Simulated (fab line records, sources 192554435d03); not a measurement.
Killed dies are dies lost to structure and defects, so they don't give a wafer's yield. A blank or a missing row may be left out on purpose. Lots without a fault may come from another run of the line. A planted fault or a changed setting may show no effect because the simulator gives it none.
Which tool did it? | flow n5_finfet | 8 lots, 24 wafers sampled, at 6 steps of a route of 1938

WHAT THE GAUGES READ, wafer by wafer
N5_SD_EPI_N_CD_MEAS_09: target cd 120 nm.
lot  | measured    | on        | cd_nm (nm)
L950 | day 3 13:31 | cd_sem-01 | 118.3 118.9 118.8
L953 | day 4 06:26 | cd_sem-01 | 120.0 119.9 120.2
L958 | day 5 15:55 | cd_sem-02 | 113.2 112.5 112.8
L959 | day 5 21:18 | cd_sem-01 | 113.5 113.4 114.1
L962 | day 6 12:42 | cd_sem-01 | 120.4 120.1 119.6
L963 | day 6 20:08 | cd_sem-02 | 119.6 119.8 119.3
L965 | day 7 07:42 | cd_sem-02 | 119.8 120.0 120.1
L968 | day 8 01:10 | cd_sem-02 | 119.9 119.9 119.5

N5_BEOL_M4_RC_MEAS_101.
lot  | measured     | on        | DIBL_N (mV/V)  | DIBL_P (mV/V)  | IOFF_N (nA/um)    | IOFF_P (nA/um) | ION_N (uA/um) | ION_P (uA/um) | SS_N (mV/dec)  | SS_P (mV/dec)  | VT_N (mV)   | VT_P (mV)
L950 | day 8 11:07  | prober-01 | 38.6 34.7 34.8 | 38.5 32.9 34.2 | 0.217 0.139 0.144 | 0.30 0.21 0.22 | 674 671 673   | 468 463 460   | 72.4 71.0 71.6 | 74.4 72.9 73.5 | 248 251 251 | -244 -249 -248
L953 | day 9 02:27  | prober-02 | 35.6 38.0 37.0 | 36.1 39.5 37.8 | 0.174 0.237 0.203 | 0.24 0.32 0.27 | 679 694 691   | 472 484 481   | 71.7 72.4 71.8 | 73.4 73.6 73.5 | 247 243 243 | -243 -242 -243
L958 | day 10 11:20 | prober-02 | 37.7 35.7 34.8 | 38.4 35.6 34.8 | 0.186 0.148 0.139 | 0.26 0.22 0.21 | 680 662 677   | 466 463 465   | 72.5 71.3 70.7 | 74.4 73.1 73.3 | 250 250 250 | -245 -248 -248
L959 | day 10 20:56 | prober-02 | 37.6 37.1 36.1 | 35.4 35.1 34.5 | 0.182 0.195 0.168 | 0.22 0.23 0.21 | 679 686 684   | 466 469 468   | 71.1 70.6 70.3 | 72.9 73.9 73.2 | 245 244 244 | -248 -245 -248
L962 | day 11 20:35 | prober-01 | 36.5 36.3 35.8 | 35.6 37.1 35.7 | 0.155 0.163 0.149 | 0.21 0.23 0.20 | 667 668 663   | 460 465 460   | 71.5 71.2 71.9 | 73.4 72.8 72.5 | 252 250 250 | -252 -247 -248
L963 | day 11 16:05 | prober-01 | 35.6 35.8 37.4 | 34.7 35.1 37.0 | 0.137 0.145 0.172 | 0.17 0.18 0.21 | 675 665 670   | 451 456 454   | 71.7 71.5 71.8 | 73.1 73.2 73.4 | 254 253 250 | -254 -256 -251
L965 | day 12 15:07 | prober-01 | 34.7 33.4 35.4 | 33.2 31.7 35.0 | 0.143 0.122 0.164 | 0.19 0.17 0.21 | 674 666 676   | 463 462 469   | 72.2 71.8 72.1 | 73.0 73.3 73.5 | 252 254 252 | -249 -251 -249
L968 | day 12 17:35 | prober-02 | 33.4 33.5 36.0 | 34.1 33.9 36.6 | 0.116 0.108 0.151 | 0.15 0.15 0.18 | 656 649 663   | 451 445 452   | 71.0 70.8 71.3 | 72.4 72.5 73.1 | 256 258 251 | -258 -256 -257

WHICH TOOL RAN EACH LOT (tool, then ch and the chambers of the sampled wafers, then the start)
lot  | N5_DUMMY_GATE_TRIM_49           | N5_DUMMY_GATE_HM_OPEN_21          | N5_SD_EPI_N_EXPOSE_06             | N5_SD_EPI_N_DESCUM_14
L950 | rie_si-03 ch 0,1,2, day 3 11:34 | rie_diel-03 ch 0,1,2, day 3 11:52 | arfi_scanner-03 ch 0, day 3 13:23 | rie_diel-05 ch 1,3, day 3 13:36
L953 | rie_si-02 ch 0,1,3, day 4 03:31 | rie_diel-02 ch 2,3, day 4 03:57   | arfi_scanner-01 ch 0, day 4 06:19 | rie_diel-01 ch 0,1,3, day 4 06:31
L958 | rie_si-03 ch 0,1,2, day 5 13:51 | rie_diel-04 ch 1,2,3, day 5 14:16 | arfi_scanner-01 ch 0, day 5 15:47 | rie_diel-05 ch 0,3, day 5 16:19
L959 | rie_si-03 ch 1,2,3, day 5 19:29 | rie_diel-02 ch 1,3, day 5 19:46   | arfi_scanner-01 ch 0, day 5 21:10 | rie_diel-05 ch 0,2,3, day 5 21:23
L962 | rie_si-04 ch 1,2, day 6 10:34   | rie_diel-02 ch 0,3, day 6 11:00   | arfi_scanner-03 ch 0, day 6 12:35 | rie_diel-01 ch 2,3, day 6 13:11
L963 | rie_si-02 ch 0,3, day 6 17:56   | rie_diel-02 ch 0,2,3, day 6 18:14 | arfi_scanner-02 ch 0, day 6 20:01 | rie_diel-05 ch 0,3, day 6 20:19
L965 | rie_si-02 ch 2,3, day 7 04:17   | rie_diel-04 ch 0,1, day 7 04:34   | arfi_scanner-03 ch 0, day 7 07:35 | rie_diel-05 ch 2,3, day 7 07:51
L968 | rie_si-02 ch 0,3, day 7 22:58   | rie_diel-03 ch 0,3, day 7 23:16   | arfi_scanner-02 ch 0, day 8 01:03 | rie_diel-06 ch 0,1,3, day 8 01:16
- N5_DUMMY_GATE_TRIM_49: chemistry O2, time 29 s, target cd 14 nm.
- N5_DUMMY_GATE_HM_OPEN_21: chemistry CH3F/O2, target SiNx, target depth 120 nm, time 171.4 s.
- N5_SD_EPI_N_EXPOSE_06: exposes mask SD N BLK, target cd 120 nm.
- N5_SD_EPI_N_DESCUM_14: chemistry O2, time 7.9 s.

WHAT THE TOOLS THEMSELVES READ (means of the sampled wafers that have a number; where no wafer has one, the mark that the record gives instead)
N5_DUMMY_GATE_TRIM_49.
lot  | tool      | chamber_pressure_mTorr (mTorr) | drypump_motor_current_A (A) | oes_product_au (a.u.) | throttle_valve_pct (%)
L950 | rie_si-03 | 60.05                          | 5.5                         | 0.999                 | 8.06
L953 | rie_si-02 | 60.04                          | 5.3                         | 0.985                 | 8.21
L958 | rie_si-03 | 60.01                          | 5.5                         | 1.002                 | 8.07
L959 | rie_si-03 | 60.03                          | 5.4                         | 1.008                 | 8.17
L962 | rie_si-04 | 59.99                          | 5.9                         | 1.001                 | 8.24
L963 | rie_si-02 | 60.00                          | 5.3                         | 0.991                 | 8.12
L965 | rie_si-02 | 59.96                          | 5.8                         | 0.985                 | 8.24
L968 | rie_si-02 | 59.99                          | 5.4                         | 0.980                 | 8.25

N5_DUMMY_GATE_HM_OPEN_21.
lot  | tool        | CH3F_flow_sccm (sccm) | chamber_pressure_mTorr (mTorr) | drypump_motor_current_A (A) | mfc_ar_sccm (sccm) | oes_f_703_au (a.u.) | oes_product_au (a.u.) | rf_vpp_V (V) | showerhead_plenum_p_Torr (Torr) | throttle_valve_pct (%)
L950 | rie_diel-03 | 30.02                 | 30.005                         | 5.7                         | 150.1              | 0.74                | 0.75                  | 299.6        | 1.99                            | 16.52
L953 | rie_diel-02 | 30.05                 | 30.016                         | 5.9                         | 150.0              | 0.70                | 0.69                  | 300.8        | 2.05                            | 16.33
L958 | rie_diel-04 | 30.05                 | 29.967                         | 5.9                         | 149.4              | 0.74                | 0.73                  | 299.6        | 2.04                            | 16.55
L959 | rie_diel-02 | 29.92                 | 30.020                         | 5.9                         | 149.9              | 0.76                | 0.75                  | 297.5        | 1.94                            | 16.12
L962 | rie_diel-02 | 29.94                 | 30.001                         | 6.1                         | 149.9              | 0.70                | 0.71                  | 300.0        | 2.06                            | 16.45
L963 | rie_diel-02 | 29.99                 | 30.011                         | 5.7                         | 149.7              | 0.70                | 0.71                  | 298.0        | 2.03                            | 16.47
L965 | rie_diel-04 | 30.01                 | 30.029                         | 5.8                         | 150.0              | 0.73                | 0.73                  | 301.0        | 2.03                            | 16.62
L968 | rie_diel-03 | 29.94                 | 29.997                         | 6.1                         | 149.8              | 0.76                | 0.77                  | 297.9        | 1.94                            | 16.57

N5_SD_EPI_N_EXPOSE_06.
lot  | tool            | exposure_dose_mJ_cm2
L950 | arfi_scanner-03 | 39.75
L953 | arfi_scanner-01 | 39.75
L958 | arfi_scanner-01 | 35.57
L959 | arfi_scanner-01 | 36.38
L962 | arfi_scanner-03 | 39.72
L963 | arfi_scanner-02 | 39.73
L965 | arfi_scanner-03 | 39.72
L968 | arfi_scanner-02 | 39.72

N5_SD_EPI_N_DESCUM_14.
lot  | tool        | chamber_pressure_mTorr (mTorr) | drypump_motor_current_A (A) | oes_product_au (a.u.) | rf_vpp_V (V) | showerhead_plenum_p_Torr (Torr) | throttle_valve_pct (%)
L950 | rie_diel-05 | 20.020                         | 5.7                         | 0.69                  | 242.9        | 2.10                            | 20.55
L953 | rie_diel-01 | 19.994                         | 5.7                         | 0.77                  | 243.4        | 2.07                            | 20.41
L958 | rie_diel-05 | 19.986                         | 5.2                         | 0.95                  | 244.1        | 2.17                            | 20.17
L959 | rie_diel-05 | 19.994                         | 5.4                         | 0.92                  | 243.5        | 2.10                            | 20.28
L962 | rie_diel-01 | 20.021                         | 5.3                         | 0.81                  | 242.0        | 2.03                            | 20.11
L963 | rie_diel-05 | 20.016                         | 5.2                         | 0.92                  | 245.2        | 2.17                            | 20.18
L965 | rie_diel-05 | 20.007                         | 5.2                         | 0.90                  | 244.7        | 2.16                            | 20.34
L968 | rie_diel-06 | 20.012                         | 5.6                         | 0.80                  | 245.3        | 2.20                            | 20.67

THE ANSWER, worked out from the rows above alone
Rule: what is usual is taken from the lots themselves. Put in order of their means at a reading, lots are off if they are a third of the lots or fewer, leave a main group of 4 or more, and stand apart from it by a gap of 3 or more times the standard deviation of the main group's means; of several such gaps the widest counts. A main group whose means are all the same, to the digits that the tables above print for the reading, isn't used. A lot without any number at a reading at which 4 lots or more have one is off too. The other lots that the step has rows for count as sound. The gauges are gone through in route order, then the tools' own readings, and for those a lot's mean is taken as printed above. The first step at which some lot is off is used, and at that step the reading that is off furthest; a lot without a number counts as furthest.
Off: L958, L959, at N5_SD_EPI_N_CD_MEAS_09 (cd_nm). The main group: mean 119.7 nm, standard deviation 0.48.
A tool fits if, at a process step before that reading, it ran every lot that is off, and no sound lot after the first of them. The gauges at N5_SD_EPI_N_CD_MEAS_09 aren't tried: what is off there is off at N5_SD_EPI_N_EXPOSE_06 too, on other tools, and a gauge's error can't cause that. Can't be told from this: 2 tools fit, rie_si-03 at N5_DUMMY_GATE_TRIM_49, arfi_scanner-01 at N5_SD_EPI_N_EXPOSE_06.

WHAT THE SIMULATOR HAD PUT IN
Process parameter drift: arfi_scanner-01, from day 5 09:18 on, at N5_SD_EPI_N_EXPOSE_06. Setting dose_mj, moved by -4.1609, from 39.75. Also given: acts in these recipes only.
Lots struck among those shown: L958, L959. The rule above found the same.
